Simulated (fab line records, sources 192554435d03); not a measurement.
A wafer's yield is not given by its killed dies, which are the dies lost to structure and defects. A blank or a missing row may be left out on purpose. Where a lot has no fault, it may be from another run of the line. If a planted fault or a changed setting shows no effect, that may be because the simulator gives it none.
Split-lot trial || flow n5_finfet || on a route of 1938 steps: 7 lots, 21 wafers read

== THE SPLIT ITSELF ==
At N5_BEOL_M13_EXPOSE_07 (exposes mask V12), the setting dose_mj was moved away from the recipe's 24.8 on 9 of the 21 wafers read, by -6.5% to +5.6%. For the rest of the wafers, this setting stayed at what the recipe calls for.

== FROM THE SPLIT TO THE READING: what the file shows between them, 11 steps ==
- N5_BEOL_M13_PEB_08: peb time 90 s
- N5_BEOL_M13_DEVELOP_09: develop time 45 s
- N5_BEOL_M13_HARDBAKE_14: time 120 s
- N5_BEOL_M13_CD_MEAS_10: target cd 190 nm
- N5_BEOL_M13_DESCUM_15: chemistry O2, time 7.9 s
- N5_BEOL_M13_ETCH_59: etches BARC in N2/H2, target depth 89 nm, overetch 26.7 nm, time 67.9 s
- N5_BEOL_M13_VIA_ETCH_16: etches SiOC in C4F8/O2/Ar, target depth 921.7 nm
- N5_BEOL_M13_STRIP_63: strips in N2/H2
- N5_BEOL_M13_STRIP_64: strips in N2/H2
- N5_BEOL_M13_STRIP_71: strips in post etch residue remover, time 60 s
- N5_BEOL_M13_SRD_72: time 30 s, dry time 30 s

== THE READING ==
cd_nm at N5_BEOL_M13_CD_MEAS_17, given in nm (cd target 190 nm). On this fab line, fault-free wafers typically give 190.5 nm with a standard deviation of 1.3 nm.

{"wafer": "L075.3", "tool, chamber at the split": "krf_scanner-01, 0", "dose_mj as run": 24.8, "against the recipe": "recipe", "cd_nm, nm": 190.4, "against lot-mates on the recipe": "-"}
{"wafer": "L075.4", "tool, chamber at the split": "krf_scanner-01, 0", "dose_mj as run": 23.26, "against the recipe": "-6.2%", "cd_nm, nm": 183.6, "against lot-mates on the recipe": -6.9}
{"wafer": "L075.5", "tool, chamber at the split": "krf_scanner-01, 0", "dose_mj as run": 24.8, "against the recipe": "recipe", "cd_nm, nm": 190.6, "against lot-mates on the recipe": "-"}
{"wafer": "L077.1", "tool, chamber at the split": "krf_scanner-02, 0", "dose_mj as run": 23.19, "against the recipe": "-6.5%", "cd_nm, nm": 182.0, "against lot-mates on the recipe": -7.7}
{"wafer": "L077.3", "tool, chamber at the split": "krf_scanner-02, 0", "dose_mj as run": 23.19, "against the recipe": "-6.5%", "cd_nm, nm": 183.0, "against lot-mates on the recipe": -6.7}
{"wafer": "L077.6", "tool, chamber at the split": "krf_scanner-02, 0", "dose_mj as run": 24.8, "against the recipe": "recipe", "cd_nm, nm": 189.7, "against lot-mates on the recipe": "-"}
{"wafer": "L086.1", "tool, chamber at the split": "krf_scanner-02, 0", "dose_mj as run": 24.8, "against the recipe": "recipe", "cd_nm, nm": 188.5, "against lot-mates on the recipe": "-"}
{"wafer": "L086.4", "tool, chamber at the split": "krf_scanner-02, 0", "dose_mj as run": 23.53, "against the recipe": "-5.1%", "cd_nm, nm": 183.2, "against lot-mates on the recipe": -5.3}
{"wafer": "L086.6", "tool, chamber at the split": "krf_scanner-02, 0", "dose_mj as run": 23.53, "against the recipe": "-5.1%", "cd_nm, nm": 183.7, "against lot-mates on the recipe": -4.8}
{"wafer": "L084.2", "tool, chamber at the split": "krf_scanner-01, 0", "dose_mj as run": 24.8, "against the recipe": "recipe", "cd_nm, nm": 190.2, "against lot-mates on the recipe": "-"}
{"wafer": "L084.5", "tool, chamber at the split": "krf_scanner-01, 0", "dose_mj as run": 24.8, "against the recipe": "recipe", "cd_nm, nm": 190.4, "against lot-mates on the recipe": "-"}
{"wafer": "L084.6", "tool, chamber at the split": "krf_scanner-01, 0", "dose_mj as run": 24.8, "against the recipe": "recipe", "cd_nm, nm": 189.3, "against lot-mates on the recipe": "-"}
{"wafer": "L087.3", "tool, chamber at the split": "krf_scanner-01, 0", "dose_mj as run": 23.27, "against the recipe": "-6.2%", "cd_nm, nm": 186.1, "against lot-mates on the recipe": "no lot-mate on the recipe"}
{"wafer": "L087.4", "tool, chamber at the split": "krf_scanner-01, 0", "dose_mj as run": 23.27, "against the recipe": "-6.2%", "cd_nm, nm": 185.8, "against lot-mates on the recipe": "no lot-mate on the recipe"}
{"wafer": "L087.6", "tool, chamber at the split": "krf_scanner-01, 0", "dose_mj as run": 23.27, "against the recipe": "-6.2%", "cd_nm, nm": 185.9, "against lot-mates on the recipe": "no lot-mate on the recipe"}
{"wafer": "L091.1", "tool, chamber at the split": "krf_scanner-02, 0", "dose_mj as run": 24.8, "against the recipe": "recipe", "cd_nm, nm": 190.6, "against lot-mates on the recipe": "-"}
{"wafer": "L091.3", "tool, chamber at the split": "krf_scanner-02, 0", "dose_mj as run": 26.2, "against the recipe": "+5.6%", "cd_nm, nm": 194.1, "against lot-mates on the recipe": "+3.1"}
{"wafer": "L091.4", "tool, chamber at the split": "krf_scanner-02, 0", "dose_mj as run": 24.8, "against the recipe": "recipe", "cd_nm, nm": 191.4, "against lot-mates on the recipe": "-"}
{"wafer": "L097.4", "tool, chamber at the split": "krf_scanner-02, 0", "dose_mj as run": 24.8, "against the recipe": "recipe", "cd_nm, nm": 191.3, "against lot-mates on the recipe": "-"}
{"wafer": "L097.5", "tool, chamber at the split": "krf_scanner-02, 0", "dose_mj as run": 24.8, "against the recipe": "recipe", "cd_nm, nm": 191.6, "against lot-mates on the recipe": "-"}
{"wafer": "L097.6", "tool, chamber at the split": "krf_scanner-02, 0", "dose_mj as run": 24.8, "against the recipe": "recipe", "cd_nm, nm": 192.0, "against lot-mates on the recipe": "-"}

THE FIT
A straight line over all 21 wafers: cd_nm changes by +0.969 nm for each +1% of dose_mj; r = +0.93; the points scatter about the line by 1.4 nm.
The same after taking each lot's own level away (the mean of its wafers on the recipe; 18 wafers): +0.957 nm for each +1%; r = +0.97; scatter 0.72 nm.
Per that fit: largest dose_mj move, reading shift of 6.2 nm.
Measured against the standard deviation above, the lots' own levels, which go from 188.50 to 191.63 nm, span 2.4 times it.
The two slopes agree, so the slope changes little with the lot-to-lot level.
Check: with one of the wafers moved furthest among these (-6.5%) left out of the fit, the line predicts -6.21 nm for it against its lot-mates. It came out at -7.7 nm against them.

== THE OTHER SPLITS THESE WAFERS WENT THROUGH ==
Note: prior to the reading, these wafers also went through further splits. Each is held against what the fit with the lots' levels taken away leaves over:
{"other split on the same wafers": "N5_BEOL_M10_EXPOSE_25 dose_mj", "wafers away from the commonest value": 8, "r with cd_nm (lot level and that fit taken away)": "+0.06"}
{"other split on the same wafers": "N5_BEOL_M11_COAT_22 spin_rpm", "wafers away from the commonest value": 6, "r with cd_nm (lot level and that fit taken away)": "+0.20"}
{"other split on the same wafers": "N5_BEOL_M11_EXPOSE_25 dose_mj", "wafers away from the commonest value": 11, "r with cd_nm (lot level and that fit taken away)": "+0.25"}
{"other split on the same wafers": "N5_BEOL_M13_COAT_04 spin_rpm", "wafers away from the commonest value": 8, "r with cd_nm (lot level and that fit taken away)": "+0.24"}

== THE WHOLE CHAIN: every reading that the file lists as answering this split, in the file's order ==
{"step": "N5_BEOL_M13_CD_MEAS_10", "what it does": "target cd 190 nm", "reading": "cd_nm", "change (the file's fit)": "+0.972 nm for each +1% of the setting", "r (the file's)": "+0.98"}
{"step": "N5_BEOL_M13_CD_MEAS_17", "what it does": "target cd 190 nm", "reading": "cd_nm", "change (the file's fit)": "+0.952 nm for each +1% of the setting", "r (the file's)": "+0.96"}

== FILE'S OWN FIT ==
cd_nm changes by +0.952 nm for each +1% of dose_mj, r = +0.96.
